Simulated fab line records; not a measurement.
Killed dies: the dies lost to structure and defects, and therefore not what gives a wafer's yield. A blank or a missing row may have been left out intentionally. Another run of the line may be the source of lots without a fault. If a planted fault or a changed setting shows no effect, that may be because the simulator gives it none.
Chamber matching ; flow nand-harc ; NHARC_A_CHANNEL_FILL_D1_ALD_14 on ald-hk-03: 4 sister chambers
The step deposits SiO2, target thk 2.5 nm, pulse time 10 s, ald cycles 25. 14 wafers are shown with their chamber, then 7 later ones without.

WAFERS WITH THEIR CHAMBER
wafer;chamber;heater-power-w (W);susceptor-temp-C (C);precursor-pulse-height-rel
L074.1;2;492;299.79;0.994
L074.2;1;596;299.95;1.014
L074.4;0;483;299.78;1.028
L075.2;3;478;299.95;1.008
L075.5;3;474;299.91;1.018
L075.6;0;489;299.91;0.976
L081.3;2;482;300.15;1.027
L081.4;3;486;299.60;0.981
L081.6;1;570;300.22;0.986
L082.1;2;488;299.71;1.013
L082.4;0;482;300.23;1.005
L082.6;3;490;299.77;0.995
L089.1;0;475;299.84;1.039
L089.3;1;573;299.96;1.037

SIGNATURES (averages over the wafers above)
reading;chamber 0;chamber 1;chamber 2;chamber 3;scatter within a chamber
heater-power-w;482.25;579.67;487.33;482.00;8.45
susceptor-temp-C;299.9400;300.0433;299.8833;299.8075;0.188
precursor-pulse-height-rel;1.01200;1.01233;1.01133;1.00050;0.0223
Rule: a wafer's distance from a chamber is the root of the sum, over the readings, of the square of ((its reading less the chamber's mean) divided by the reading's scatter). The wafer belongs to the nearest chamber; if the next one is less than 2 further off, it can't be placed. The scatter: the root of (the sum of the squares of (reading less its chamber's mean) over the shown wafers, divided by (wafers less chambers)).

WAFERS WHOSE CHAMBER IS MISSING
wafer;heater-power-w (W);susceptor-temp-C (C);precursor-pulse-height-rel
L089.6;586;299.65;0.969
L090.1;490;299.59;1.025
L090.3;486;299.56;0.994
L090.5;472;299.63;1.002
L097.2;476;300.02;1.007
L097.3;555;300.45;0.997
L097.6;482;299.99;0.979

WHICH CHAMBER EACH WENT THROUGH
wafer;from the rows above;in truth
L089.6;1;1
L090.1;can't be placed: 2 or 3 or 0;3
L090.3;can't be placed: 3 or 2 or 0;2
L090.5;can't be placed: 3 or 0 or 2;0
L097.2;can't be placed: 0 or 3 or 2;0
L097.3;1;1
L097.6;can't be placed: 3 or 0 or 2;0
Correct placement for 2 of the 7. Unplaceable from these rows: 5, with the true chamber sitting among the candidates in 5. 0 placed wrongly.
